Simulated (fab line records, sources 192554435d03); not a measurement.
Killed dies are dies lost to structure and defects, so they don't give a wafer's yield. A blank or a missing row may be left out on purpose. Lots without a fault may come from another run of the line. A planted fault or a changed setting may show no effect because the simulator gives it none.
Chamber matching | flow n5_finfet | N5_BEOL_M2_DESCUM_33 on rie_diel-01: 4 sister chambers
The step chemistry O2, time 7 s. 8 wafers are shown with their chamber, then 7 later ones without.

WAFERS WITH THEIR CHAMBER
wafer  | chamber | drypump_motor_current_A (A) | throttle_valve_pct (%)
L084.2 | 1       | 5.6                         | 20.56
L084.4 | 0       | 6.2                         | 20.83
L084.5 | 3       | 5.3                         | 20.06
L085.1 | 2       | 5.3                         | 20.32
L085.3 | 1       | 5.6                         | 20.57
L085.5 | 0       | 6.2                         | 20.83
L086.2 | 3       | 5.4                         | 20.05
L086.3 | 2       | 5.3                         | 20.30

WAFERS WITHOUT THEIR CHAMBER
wafer  | drypump_motor_current_A (A) | throttle_valve_pct (%)
L086.6 | 6.2                         | 20.84
L089.1 | 5.7                         | 20.57
L089.5 | 5.2                         | 20.33
L089.6 | 5.4                         | 20.05
L096.1 | 5.3                         | 20.10
L096.4 | 5.3                         | 20.34
L096.5 | 5.4                         | 20.10

WHICH CHAMBER EACH WENT THROUGH
wafer  | from the rows above | in truth
L086.6 | 0                   | 0
L089.1 | 1                   | 1
L089.5 | 2                   | 2
L089.6 | 3                   | 3
L096.1 | 3                   | 3
L096.4 | 2                   | 2
L096.5 | 3                   | 3
Placed correctly: 7 of 7. Can't be placed from these rows: 0. Placed wrongly: 0.
How it was worked out, from the rows above alone: a wafer's distance from a chamber is the root of the sum, over the readings, of the square of ((its reading less the chamber's mean) divided by the reading's scatter). The wafer belongs to the nearest chamber; if the next one is less than 2 further off, it can't be placed. A chamber's mean is the mean of its shown wafers. The scatter: the root of (the sum of the squares of (reading less its chamber's mean) over the shown wafers, divided by (wafers less chambers)).
